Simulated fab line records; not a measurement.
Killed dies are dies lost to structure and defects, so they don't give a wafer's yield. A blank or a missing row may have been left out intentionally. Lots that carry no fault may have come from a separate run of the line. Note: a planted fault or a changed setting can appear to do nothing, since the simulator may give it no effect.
fab line records -- flow nand_harc
record lots=7, wafers=21, last_day=33
route steps=1302 shown A_STAIRCASE@761 END@1302
lots with no fault: from the same line, run without faults
start_h: hours from the record's first day to the start of the lot's first wafer shown -- wait_h: hours elapsed since this lot's preceding step -- " same as the row above -- L1.1+2: a row that stands for several wafers -- - no value, or no start was given -- * or withheld: withheld -- < > ~ a bound
route shown NAME@n: names a module that has steps shown in the file, with the first one's number in the route -- usual: mean/standard deviation of fault-free wafers -- same: alike in all rows -- chamber/n: place in a boat -- sites: the reading at each site -- _std_site: standard deviation of those values -- _edge_site: mean of outer sites minus mean of inner sites -- radius_mm: how far each site lies from the wafer's centre -- mask NAME#n: copy n -- behind: tool/chamber where the wafer was last shaped -- hold: what put the lot on hold/how long, in hours/how the hold closed -- device: which transistor (n, p or np) failed to switch -- end of line: the route-end tests of the same wafers -- step lacking rows: just its recipe -- killed: dies that structure and defects cost at the first sort, which is not the same as the wafer's yield -- map: dies across one wafer; x = killed, . = not, _ = none there
set.NAME: the setting that was run; set.NAME@STEP: the one run at that earlier step -- model.NAME: the simulator's own value behind a step, which no gauge read
certain route steps with their lots: each step a table, each wafer a row
services: when a tool's chamber went out of use (start_h, in hours from the record's first day, below 0 if earlier), for how many hours, and the reason
## steps
# step NHARC_A_STAIRCASE_EXPOSE_247
# recipe na=0.5, dose_mj=25.34, mask_id=SDS_1
# step NHARC_A_STAIRCASE_PEB_248
# recipe peb_temp_c=115, peb_time_s=130
# step NHARC_A_STAIRCASE_DEVELOP_249
# recipe time_s=140
# step NHARC_A_STAIRCASE_HARDBAKE_251
# recipe temp_c=120, time_s=140
# step NHARC_A_STAIRCASE_DESCUM_252
# recipe time_s=3, o2_flow_sccm=200, ar_flow_sccm=0, bias_power_w=0, chemistry=O2
# usual drypump_motor_current_A=5.8/0.38, oes_product_au=1.006/0.012, rf_vpp_V=58.0/0.9, showerhead_plenum_p_Torr=1.95/0.094, throttle_valve_pct=11.311/0.0091
lot.wafer,tool,chamber,start_h,wait_h,drypump_motor_current_A,oes_product_au,rf_hours_counter_h,rf_vpp_V,showerhead_plenum_p_Torr,throttle_valve_pct
L271.2,rie_diel-02,3,372.94,-,5.6,0.999,46,59.3,2.06,11.303
L271.1,rie_diel-02,1,372.94,-,6.2,0.997,47,58.3,1.92,11.313
L271.6,rie_diel-02,3,372.94,-,5.6,1.002,-,59.0,2.06,11.289
L273.3,rie_diel-02,2,392.47,-,6.1,1.013,47,56.6,1.81,11.313
L273.4,rie_diel-02,3,392.47,-,5.5,0.997,-,58.4,2.06,11.315
L273.6,rie_diel-02,2,392.47,-,6.1,1.023,-,56.9,1.80,11.323
L278.1,rie_diel-10,0,437.39,-,5.4,1.010,1,57.4,2.06,11.312
L278.4,rie_diel-10,1,437.39,-,5.8,1.021,1,57.7,1.92,11.306
L278.5,rie_diel-10,1,437.39,-,5.8,1.020,-,58.0,1.92,11.310
L283.3,rie_diel-10,0,488.88,-,5.4,0.993,18,58.6,2.05,11.315
L283.4,rie_diel-10,1,488.88,-,5.8,1.011,12,58.1,1.92,11.316
L283.5,rie_diel-10,0,488.88,-,5.4,0.990,-,59.0,2.05,11.298
L284.2,rie_diel-01,0,489.28,-,4.7,1.012,31,56.7,1.91,11.323
L284.3,rie_diel-01,3,489.28,-,5.6,0.998,35,58.2,2.03,11.326
L284.6,rie_diel-01,1,489.28,-,6.1,0.996,-,59.0,1.87,11.313
L286.1,rie_diel-02,3,509.75,-,5.5,0.983,34,58.3,2.05,11.307
L286.2,rie_diel-02,0,509.75,-,6.1,1.016,32,56.0,1.85,11.298
L286.3,rie_diel-02,1,509.75,-,6.2,1.017,34,55.9,1.91,11.308
L293.3,rie_diel-02,1,588.08,-,6.3,1.000,2,58.3,1.90,11.305
L293.1,rie_diel-02,0,588.08,-,6.1,1.007,2,56.9,1.84,11.292
L293.5,rie_diel-02,2,588.08,-,6.1,1.020,-,57.8,1.79,11.327
# step NHARC_A_STAIRCASE_ETCH_253
# recipe target_depth_a=500, time_s=20.2, ion_energy_ev=400, c4f8_flow_sccm=20, o2_flow_sccm=10, ar_flow_sccm=withheld, rf_w=600, bias_w=1000, chemistry=C4F8/O2
# usual bias_w=999.4/2.8, oes_product_au=0.962/0.021, rf_vpp_V=898/5.8
lot.wafer,tool,chamber,start_h,wait_h,bias_w,oes_product_au,rf_hours_counter_h,rf_vpp_V
L271.1,rie_diel-02,2,373.03,0.1,1000.2,1.003,41,888
L271.2,rie_diel-02,0,373.03,0.1,1000.0,0.953,53,894
L271.6,rie_diel-02,1,373.03,0.1,1006.3,0.981,-,895
L273.3,rie_diel-02,2,392.55,0.1,1002.9,0.958,47,889
L273.6,rie_diel-02,3,392.55,0.1,995.6,0.949,-,905
L273.4,rie_diel-02,1,392.55,0.1,995.7,0.946,-,896
L278.4,rie_diel-10,2,437.48,0.1,998.8,1.001,1,905
L278.1,rie_diel-10,3,437.48,0.1,1000.0,0.974,0,900
L278.5,rie_diel-10,1,437.48,0.1,996.9,0.987,-,895
L283.3,rie_diel-10,0,488.98,0.1,996.8,0.953,18,905
L283.4,rie_diel-10,1,488.98,0.1,1000.3,0.977,12,896
L283.5,rie_diel-10,0,488.98,0.1,997.0,0.953,-,904
L284.2,rie_diel-01,1,489.37,0.1,995.3,0.928,33,894
L284.3,rie_diel-01,3,489.37,0.1,998.3,0.934,35,902
L284.6,rie_diel-01,2,489.37,0.1,996.1,0.921,-,905
L286.3,rie_diel-02,3,509.84,0.1,1001.7,0.951,34,905
L286.2,rie_diel-02,0,509.84,0.1,999.7,0.969,33,891
L286.1,rie_diel-02,2,509.84,0.1,1001.8,0.990,36,888
L293.1,rie_diel-02,1,588.17,0.1,1003.0,0.955,2,896
L293.3,rie_diel-02,2,588.17,0.1,1001.7,0.966,2,887
L293.5,rie_diel-02,3,588.17,0.1,999.9,0.946,-,904
# step NHARC_A_STAIRCASE_STRIP_254
# recipe power_w=1500, temp_c=250, chemistry=O2
# usual drypump_motor_current_A=5.7/0.67, heater_power_w=304/26
lot.wafer,tool,chamber,start_h,wait_h,drypump_motor_current_A,heater_power_w,rf_hours_counter_h
L271.1,plasma_asher-02,1,373.12,-,6.3,299,25
L271.2,plasma_asher-02,0,373.12,-,6.2,323,25
L271.6,plasma_asher-02,0,373.12,-,6.2,319,-
L273.4,plasma_asher-02,1,392.74,-,6.4,292,-
L273.3,plasma_asher-02,0,392.74,-,6.2,312,-
L273.6,plasma_asher-02,0,392.74,-,6.3,317,-
L278.1,plasma_asher-02,0,437.56,-,6.2,299,0
L278.4,plasma_asher-02,1,437.56,-,6.3,282,-
L278.5,plasma_asher-02,0,437.56,-,6.3,296,-
L283.4,plasma_asher-01,0,489.15,-,5.3,284,-
L283.3,plasma_asher-01,1,489.15,-,4.7,341,-
L283.5,plasma_asher-01,1,489.15,-,4.7,328,-
L284.2,plasma_asher-02,1,489.45,-,6.4,272,11
L284.3,plasma_asher-02,0,489.45,-,6.2,293,-
L284.6,plasma_asher-02,1,489.45,-,6.3,277,-
L286.1,plasma_asher-02,1,509.93,-,6.4,276,16
L286.2,plasma_asher-02,0,509.93,-,6.3,312,16
L286.3,plasma_asher-02,0,509.93,-,6.2,298,-
L293.1,plasma_asher-01,0,588.30,-,5.3,285,11
L293.3,plasma_asher-01,1,588.30,-,4.7,361,-
L293.5,plasma_asher-01,0,588.30,-,5.3,286,-
# step NHARC_A_STAIRCASE_STRIP_255
# recipe time_s=900, temp_c=130, chemistry=SPM
# step NHARC_A_STAIRCASE_PRECLEAN_256
# recipe time_s=*, temp_c=50, bath_age_min=0, chemistry=SC1
# step NHARC_A_STAIRCASE_SRD_257
# step NHARC_A_STAIRCASE_HM_DEP_456
# recipe target_thk_a=31000, temp_c=400, material=aC
# step NHARC_A_STAIRCASE_DEP_259
# recipe target_thk_a=300, target_thk_nm=30, temp_c=400, pressure_torr=3.5, flow_sccm=200, rf_w=350, material=SiON
# usual heater_power_w=754/130, susceptor_temp_C=400.04/0.22
lot.wafer,tool,chamber,start_h,wait_h,heater_power_w,susceptor_temp_C
L271.1,pecvd-01,2,377.01,1.6,727,399.99
L271.2,pecvd-01,1,377.01,1.6,763,399.81
L271.6,pecvd-01,1,377.01,1.6,751,399.93
L273.3,pecvd-02,2,396.45,1.0,801,400.02
L273.6,pecvd-02,0,396.45,1.0,794,399.79
L273.4,pecvd-02,2,396.45,1.0,819,399.83
L278.1,pecvd-01,2,443.07,1.6,762,400.10
L278.4,pecvd-01,2,443.07,1.6,750,400.17
L278.5,pecvd-01,0,443.07,1.6,911,399.66
L283.3,pecvd-02,1,491.72,0.9,573,400.01
L283.5,pecvd-02,1,491.72,0.9,577,399.98
L283.4,pecvd-02,2,491.72,0.9,843,400.39
L284.3,pecvd-02,1,492.15,0.9,675,399.76
L284.2,pecvd-02,0,492.15,0.9,732,400.53
L284.6,pecvd-02,0,492.15,0.9,752,400.35
L286.1,pecvd-02,0,512.69,1.5,824,399.94
L286.2,pecvd-02,1,512.69,1.5,674,400.17
L286.3,pecvd-02,2,512.69,1.5,748,400.09
L293.3,pecvd-01,0,594.14,1.0,844,400.33
L293.1,pecvd-01,1,594.14,1.0,728,399.81
L293.5,pecvd-01,0,594.14,1.0,856,400.54
# step NHARC_A_STAIRCASE_DEHYDRATE_260
# recipe temp_c=150, time_s=120
# step NHARC_A_STAIRCASE_HMDS_261
# recipe time_s=30
# step NHARC_A_STAIRCASE_COAT_262
# recipe spin_rpm=1200
# step NHARC_A_STAIRCASE_SOFTBAKE_263
# recipe temp_c=135, time_s=170
# step NHARC_A_STAIRCASE_EBR_264
# step NHARC_A_STAIRCASE_EXPOSE_265
# recipe na=0.5, dose_mj=25.01, mask_id=CHOP_200
# step NHARC_A_STAIRCASE_PEB_266
# recipe peb_temp_c=115, peb_time_s=130
# step NHARC_A_STAIRCASE_DEVELOP_267
# recipe time_s=140
# step NHARC_A_STAIRCASE_HARDBAKE_269
# recipe temp_c=120, time_s=140
# step NHARC_A_STAIRCASE_DESCUM_270
# recipe time_s=3, o2_flow_sccm=200, ar_flow_sccm=0, bias_power_w=0, chemistry=O2
# usual drypump_motor_current_A=5.7/0.46, oes_product_au=1.006/0.011, rf_vpp_V=57.8/0.95, showerhead_plenum_p_Torr=1.94/0.087, throttle_valve_pct=11.312/0.0079
lot.wafer,tool,chamber,start_h,wait_h,drypump_motor_current_A,oes_product_au,rf_hours_counter_h,rf_vpp_V,showerhead_plenum_p_Torr,throttle_valve_pct
L271.2,rie_diel-02,3,377.99,-,5.5,1.003,46,58.4,2.06,11.329
L271.1,rie_diel-02,0,377.99,-,6.1,0.999,53,57.6,1.86,11.312
L271.6,rie_diel-02,3,377.99,-,5.5,1.011,-,58.1,2.06,11.309
L273.4,rie_diel-01,0,397.71,-,4.7,0.999,3,58.5,1.92,11.315
L273.3,rie_diel-01,2,397.71,-,5.9,1.005,3,58.2,2.06,11.308
L273.6,rie_diel-01,0,397.71,-,4.7,1.002,-,58.1,1.92,11.315
L278.4,rie_diel-02,0,444.05,-,6.1,1.011,11,58.7,1.86,11.320
L278.1,rie_diel-02,1,444.05,-,6.2,1.010,11,58.9,1.92,11.311
L278.5,rie_diel-02,0,444.05,-,6.1,1.015,-,57.3,1.86,11.301
L283.3,rie_diel-02,2,492.71,-,6.1,1.014,31,56.8,1.79,11.307
L283.4,rie_diel-02,3,492.71,-,5.5,0.993,30,57.4,2.05,11.296
L283.5,rie_diel-02,2,492.71,-,6.1,1.010,-,57.6,1.79,11.308
L284.2,rie_diel-02,3,493.14,-,5.5,0.992,30,57.7,2.05,11.309
L284.3,rie_diel-02,0,493.14,-,6.1,1.017,28,57.2,1.85,11.325
L284.6,rie_diel-02,3,493.14,-,5.5,0.990,-,59.8,2.05,11.313
L286.2,rie_diel-01,1,513.55,-,6.1,1.008,40,57.3,1.87,11.326
L286.1,rie_diel-01,2,513.55,-,5.9,1.003,44,57.3,2.04,11.311
L286.3,rie_diel-01,3,513.55,-,5.6,1.015,44,58.3,2.03,11.315
L293.3,rie_diel-02,1,595.10,-,6.2,1.007,6,56.8,1.90,11.322
L293.1,rie_diel-02,3,595.10,-,5.5,1.002,4,58.9,2.04,11.325
L293.5,rie_diel-02,1,595.10,-,6.2,1.008,-,57.0,1.90,11.307
# step NHARC_A_STAIRCASE_ETCH_271
# recipe cf4_flow_sccm=100, chf3_flow_sccm=30, ar_flow_sccm=0, rf_w=500, bias_w=200, chemistry=CF4/CHF3
# step NHARC_A_STAIRCASE_HM_OPEN_457
# recipe o2_flow_sccm=400, cos_flow_sccm=20, ar_flow_sccm=0, rf_w=500, bias_w=300, chemistry=O2/COS
# step NHARC_A_STAIRCASE_STRIP_458
# recipe o2_flow_sccm=400, cos_flow_sccm=20, ar_flow_sccm=0, bias_w=0, chemistry=O2/COS
# step NHARC_A_STAIRCASE_ETCH_451
# recipe target_depth_a=300, overetch_a=30, time_s=16.5, ion_energy_ev=100, cf4_flow_sccm=80, o2_flow_sccm=20, ar_flow_sccm=0, rf_w=300, bias_w=100, chemistry=CF4/O2
# usual bias_w=100.0/0.33, drypump_motor_current_A=5.7/0.44, oes_o_777_au=1.000/0.0045, oes_product_au=1.006/0.013, rf_vpp_V=198.3/1.5, showerhead_plenum_p_Torr=1.36/0.061, throttle_valve_pct=13.396/0.0091
lot.wafer,tool,chamber,start_h,wait_h,bias_w,drypump_motor_current_A,oes_o_777_au,oes_product_au,rf_hours_counter_h,rf_vpp_V,showerhead_plenum_p_Torr,throttle_valve_pct
L271.2,rie_diel-02,2,-,-,100.2,6.1,1.001,1.016,41,195.8,1.26,13.378
L271.1,rie_diel-02,3,-,-,100.7,5.5,0.998,1.015,47,199.5,1.44,13.389
L271.6,rie_diel-02,1,-,-,99.8,6.3,1.002,1.011,-,198.4,1.34,13.398
L273.3,rie_diel-01,1,-,-,100.0,6.0,0.999,1.000,3,197.7,1.31,13.394
L273.4,rie_diel-01,2,-,-,99.9,5.9,1.006,0.993,3,199.9,1.43,13.386
L273.6,rie_diel-01,0,-,-,100.9,4.7,0.997,1.006,-,197.6,1.34,13.399
L278.4,rie_diel-02,0,-,-,100.4,6.1,1.002,1.013,11,196.9,1.30,13.397
L278.1,rie_diel-02,1,-,-,99.6,6.2,0.997,1.030,11,198.8,1.34,13.394
L278.5,rie_diel-02,3,-,-,99.8,5.5,1.000,1.014,-,198.7,1.43,13.397
L283.3,rie_diel-02,1,-,-,99.8,6.3,0.996,1.018,29,199.1,1.33,13.404
L283.4,rie_diel-02,2,-,-,99.6,6.1,1.005,1.004,31,195.5,1.25,13.392
L283.5,rie_diel-02,3,-,-,100.1,5.5,0.994,0.992,-,199.6,1.43,13.396
L284.3,rie_diel-02,1,-,-,99.6,6.2,0.994,1.021,30,197.3,1.33,13.389
L284.2,rie_diel-02,2,-,-,99.8,6.1,1.000,1.011,32,196.2,1.25,13.411
L284.6,rie_diel-02,0,-,-,100.1,6.1,1.004,1.020,-,197.3,1.29,13.374
L286.1,rie_diel-01,2,-,-,99.6,5.9,0.999,0.988,44,199.4,1.42,13.413
L286.3,rie_diel-01,3,-,-,100.5,5.6,0.997,1.015,44,200.4,1.41,13.397
L286.2,rie_diel-01,0,-,-,100.1,4.7,1.009,1.014,38,197.3,1.33,13.403
L293.1,rie_diel-02,3,-,-,99.7,5.5,1.008,0.977,4,199.1,1.42,13.406
L293.3,rie_diel-02,0,-,-,99.3,6.2,1.005,0.997,4,196.8,1.29,13.397
L293.5,rie_diel-02,3,-,-,100.0,5.5,1.002,0.995,-,201.1,1.42,13.381
# step NHARC_A_STAIRCASE_ETCH_273
# recipe target_depth_a=1.02e+05, time_s=2468.6, ion_energy_ev=800, c4f8_flow_sccm=80, o2_flow_sccm=60, ar_flow_sccm=withheld, rf_w=600, bias_w=3000, chemistry=C4F8/O2/Ar
# step NHARC_A_STAIRCASE_STRIP_274
# recipe o2_flow_sccm=500, ar_flow_sccm=0, bias_w=0, chemistry=O2
# step NHARC_A_STAIRCASE_STRIP_275
# recipe time_s=900, temp_c=130, chemistry=SPM
# step NHARC_A_STAIRCASE_PRECLEAN_276
# recipe time_s=*, temp_c=50, bath_age_min=0, chemistry=SC1
# step NHARC_A_STAIRCASE_SRD_277
# step NHARC_A_STAIRCASE_HM_DEP_459
# recipe target_thk_a=15000, temp_c=400, material=aC
# step NHARC_A_STAIRCASE_DEP_280
# recipe target_thk_a=300, target_thk_nm=30, temp_c=400, pressure_torr=3.5, flow_sccm=200, rf_w=350, material=SiON
# step NHARC_A_STAIRCASE_DEHYDRATE_281
# recipe temp_c=150, time_s=120
# step NHARC_A_STAIRCASE_HMDS_282
# recipe time_s=30
# step NHARC_A_STAIRCASE_COAT_283
# recipe spin_rpm=1200
# step NHARC_A_STAIRCASE_SOFTBAKE_284
# recipe temp_c=135, time_s=170
# step NHARC_A_STAIRCASE_EBR_285
# step NHARC_A_STAIRCASE_EXPOSE_286
# recipe na=0.5, dose_mj=25.01, mask_id=CHOP_100
# step NHARC_END_SORT_01
# recipe temp_c=25
# usual killed_at_array=58/22, killed_at_other=1.0/1.3, killed_at_periphery=5/3.4, killed_dies=64/22, killed_open=3.6/1.8, killed_short=2.4/1.7
# same gross_dies=677
lot.wafer,tool,chamber,start_h,wait_h,killed_at_array,killed_at_other,killed_at_periphery,killed_dies,killed_open,killed_short
L284.2,prober-02,0,678.23,2.8,277,1,1,279,4,0
L284.3,prober-02,0,679.02,3.1,160,0,3,163,6,1
L284.6,prober-02,0,681.41,4.0,318,0,2,320,2,2
L283.3,prober-01,0,678.95,3.0,248,0,3,251,4,4
L283.4,prober-01,0,679.74,3.3,173,0,5,178,6,5
L283.5,prober-01,0,680.52,3.6,165,0,2,167,4,1
L286.1,prober-02,0,702.73,2.5,292,4,5,301,3,3
L286.2,prober-02,0,703.54,2.8,285,0,5,290,3,0
L286.3,prober-02,0,704.35,3.1,205,3,4,212,4,4
# killed by level:class
L284.2 A_STAIRCASE:area_dep=180 A_CHANNEL_HOLE_D1:chamber_film_flake=34 A_SLIT:chamber_film_flake=30 A_CHANNEL_HOLE_D2:chamber_film_flake=21 A_DECK1_JOINT:chamber_film_flake=2 A_M0:chamber_film_flake=2 A_M1:chamber_film_flake=2 P_CONTACT:geometric_particle:open=1
L283.3 A_STAIRCASE:area_dep=225 A_CHANNEL_HOLE_D1:chamber_film_flake=7 A_CONTACT:chamber_film_flake=3 A_M0:chamber_film_flake=3 P_GATE:geometric_particle:open=1 P_CONTACT:geometric_particle:open=1 A_CHANNEL_FILL_D1:geometric_particle:short=1 A_ONON_D2:geometric_particle:short=1
L284.3 A_STAIRCASE:area_dep=89 A_CHANNEL_HOLE_D1:chamber_film_flake=27 A_SLIT:chamber_film_flake=21 A_CHANNEL_HOLE_D2:chamber_film_flake=13 A_WL_FILL:chamber_film_flake=4 A_ONON_D1:geometric_particle:open=2 P_GATE:geometric_particle:short=1 P_CONTACT:geometric_particle:open=1
L283.4 A_STAIRCASE:area_dep=149 A_CHANNEL_HOLE_D1:chamber_film_flake=5 A_CONTACT:chamber_film_flake=4 A_STAIRCASE:chamber_film_flake=2 A_SLIT:chamber_film_flake=2 A_M0:chamber_film_flake=2 P_GATE:geometric_particle:short=1 P_GATE:geometric_particle:open=1
L283.5 A_STAIRCASE:area_dep=143 A_CHANNEL_HOLE_D1:chamber_film_flake=9 A_SLIT:chamber_film_flake=5 A_CONTACT:chamber_film_flake=2 P_CONTACT:geometric_particle:open=1 P_M1:geometric_particle:open=1 A_DECK1_JOINT:geometric_particle:short=1 A_WL_FILL:geometric_particle:open=1
L284.6 A_STAIRCASE:area_dep=217 A_SLIT:chamber_film_flake=32 A_CHANNEL_HOLE_D1:chamber_film_flake=30 A_CHANNEL_HOLE_D2:chamber_film_flake=23 A_M1:chamber_film_flake=5 A_CONTACT:chamber_film_flake=3 A_WL_FILL:chamber_film_flake=3 A_CHANNEL_FILL_D1:chamber_film_flake=2
L286.1 A_STAIRCASE:area_dep=220 A_CHANNEL_HOLE_D1:chamber_film_flake=33 A_SLIT:chamber_film_flake=25 A_CONTACT:chamber_film_flake=8 THIN_TSV:chamber_film_flake=4 P_M2:chamber_film_flake=2 P_M2:geometric_particle:open=1 A_ONON_D2:geometric_particle:open=1
L286.2 A_STAIRCASE:area_dep=203 A_SLIT:chamber_film_flake=36 A_CHANNEL_HOLE_D1:chamber_film_flake=35 A_CONTACT:chamber_film_flake=7 P_CONTACT:geometric_particle:open=2 P_M2:chamber_film_flake=2 A_STAIRCASE:chamber_film_flake=2 A_M1:geometric_particle:open=1
L286.3 A_STAIRCASE:area_dep=117 A_CHANNEL_HOLE_D1:chamber_film_flake=36 A_SLIT:chamber_film_flake=33 A_CONTACT:chamber_film_flake=5 A_STAIRCASE:chamber_film_flake=3 THIN_TSV:chamber_film_flake=3 P_M2:chamber_film_flake=2 A_DECK1_JOINT:chamber_film_flake=2
# map L283.3 (x killed, . not)
____________.____________
_________......._________
_______..x.x......_______
______.............______
_____...x.x........._____
____.......x.........____
____.....xx..x.x.....____
___..xxx.xx.xxx.......___
___..x..xx......x.....___
__..x......x..x......x.__
__..xx.x..xxx..xx..x...__
_.x.xx...x..x.xx........_
_.....xx.xxxxxxxx....x.._
_..xxxx..xxxx.xxxxx..x.._
_..xx..x..xxxx.xxxx..x.._
_....xx.xxxxxx.xxx......_
....xxxxxxxxxxxxxx..x...x
......xxxxxxxxx.xxxxx....
....xxxxxxxxxxx.x........
.x...xxxxxxxx..xxx.x.x...
..x..xxx.xx.xxx.xxx......
_..x..xxxxxxxxxxx.xx...._
_....xxxxxxxxxxxxx.x...._
_....x.xxxxxxxxxx......._
_.x.xxx.xxxxxxxx.x......_
_....x..x.xxx.xxxxx....._
__......x.xxxx..xx.x...__
__....xxx.xx...xx......__
___.....xx..xx.x......___
___.......xx..........___
____.....xxx...x.....____
____....x...x....x...____
_____.........x..x.._____
______.............______
_______..........._______
_________x......_________
____________.____________
# map L284.6 (x killed, . not)
____________.____________
_________......._________
_______..........._______
______.............______
_____.x............._____
____...x..x..........____
____.x...x..x....xx..____
___.......xx.x....x...___
___x......x.x.x.xxx...___
__.....x..x.xx.x..x....__
__......xx.x.xx.xxx....__
_.......x.xx.xxxx.xx...._
_.....xxxxx.xxx..xxx..x._
_...x.xxxxxxxxxx.xx....._
_x.....xxxxxx.xxx.x.x..._
_...xxxxxx.xxxxxxxx....._
.x.xxxxxxxxxxxxxxxxx.x...
..xxxxxxxxxxxxx.xxx.xx...
..xxx.xxxxxxxxxxxxx......
.xxxxxxxxxxxxxxxxxxxx....
.xx.xxxxxxxxxxxxxxx......
_..xxx.xxxxxxxxxx.xx...._
_..xxx.xxxxxxx.xxxxxx..._
_.xxxxxxxxxxxxxxx..x...._
_..xxxx.x.xxxxx.xxx....._
_xxxx.xxxxxxxx.xx...x..._
__xxx.xx.xxxxxxx.xxx...__
__xxxxxxx.x.xxxx..xx.x.__
___xxx...xxx.xxxxx.xx.___
___.....x..xxxx.x.....___
____......x.xxx......____
____.....x.x..xx.x...____
_____......x.x......_____
______.x........x..______
_______..........._______
_________......._________
____________.____________
## services
tool,chamber,start_h,hours,kind
rie_diel-01,1,349.19,1.7,repair
rie_diel-10,-,351.67,2.7,repair
rie_diel-10,0,368.82,15.9,repair
rie_diel-01,-,380.96,9.0,pm
rie_diel-02,-,393.71,9.0,pm
rie_diel-10,0,405.13,4.4,repair
pecvd-02,-,408.13,13.0,pm
rie_diel-10,-,422.96,9.0,pm
plasma_asher-02,-,426.87,9.0,pm
rie_diel-01,0,429.08,2.5,repair
pecvd-02,0,435.75,12.1,repair
pecvd-02,0,449.84,5.2,repair
rie_diel-10,1,463.91,12.3,repair
pecvd-01,-,492.94,13.0,pm
rie_diel-10,0,498.78,5.2,repair
rie_diel-02,0,511.33,1.3,repair
pecvd-01,2,515.13,5.5,repair
rie_diel-10,0,539.17,2.1,repair
rie_diel-02,1,551.20,4.7,repair
rie_diel-01,-,557.96,9.0,pm
pecvd-02,-,568.46,7.1,repair
rie_diel-02,-,570.74,9.0,pm
pecvd-02,-,589.38,13.0,pm
rie_diel-10,0,593.91,3.1,repair
## key
first_sign step=NHARC_END_SORT_01, reading=killed_at_array, direction=up, sigmas=8.2, usual=58, struck=236
effect step=NHARC_END_SORT_01, reading=killed_dies, direction=up, sigmas=8.1, usual=64, struck=240
more_kills_born_at NHARC_A_STAIRCASE_DEP_259@pecvd-02=1543
met_at NHARC_A_STAIRCASE_DEP_259
struck_wafers L283.3,L283.4,L283.5,L284.2,L284.3,L284.6,L286.1,L286.2,L286.3
tester_left_out L283,L284,L286
onset_between 396.45 491.72
fault kind=process_parameter_drift, tool=pecvd-02, chamber=-, onset_h=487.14, steps=NHARC_A_STAIRCASE_DEP_259, channel=flow_sccm, offset=*, shape=step, end_h=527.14, acts_in=*, stated=*
# tester_left_out: of these lots the tester's yield and bins aren't shown, on N5 and GAA mostly nor the transistor test; their killed dies are dies lost to structure and defects alone, not to doping, threshold or leakage, so they don't give the yield
